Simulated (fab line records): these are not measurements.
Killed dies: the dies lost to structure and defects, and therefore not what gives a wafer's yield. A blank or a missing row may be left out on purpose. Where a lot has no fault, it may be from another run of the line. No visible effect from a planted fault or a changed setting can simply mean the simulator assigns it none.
Chamber matching -- flow n5_finfet -- N5_BEOL_M5_CURE_79 on uv_cure-03 has 3 sister chambers
The step cures SiCOH lowk, time 240 s. 3 wafers are shown with their chamber, then 10 later ones without.

## WAFERS WITH THEIR CHAMBER
wafer,chamber,wafer_temp_C_max
L084.6,2,386.5
L085.5,0,387.1
L090.3,1,386.2

## WAFERS WITH NO CHAMBER GIVEN
wafer,wafer_temp_C_max
L090.5,386.6
L094.2,386.4
L094.4,386.5
L094.6,386.5
L095.1,387.1
L095.2,386.6
L095.3,386.3
L095.4,387.3
L095.5,387.7
L095.6,386.7

## WHICH CHAMBER EACH WENT THROUGH
wafer,from the rows above,in truth
L090.5,can't be placed: 2 or 1 or 0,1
L094.2,can't be placed: 2 or 1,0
L094.4,can't be placed: 2 or 1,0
L094.6,can't be placed: 2 or 1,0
L095.1,0,0
L095.2,can't be placed: 2 or 1 or 0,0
L095.3,can't be placed: 1 or 2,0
L095.4,0,0
L095.5,0,0
L095.6,can't be placed: 2 or 0 or 1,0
3 of 10 placed correctly. Can't be placed from these rows: 7 (the true chamber is among the candidates in 3). Placed wrongly: 0.
How it was worked out, from the rows above alone: a wafer's distance from a chamber is the root of the sum, over the readings, of the square of ((its reading less the chamber's mean) divided by the reading's scatter). If the next closest chamber is less than 2 further off than the closest, the wafer can't be placed; otherwise it belongs to the closest. The mean given for a chamber averages the wafers shown for that chamber. The scatter: root of mean squared gap, hidden wafer to nearest shown wafer, with one shown wafer a chamber.
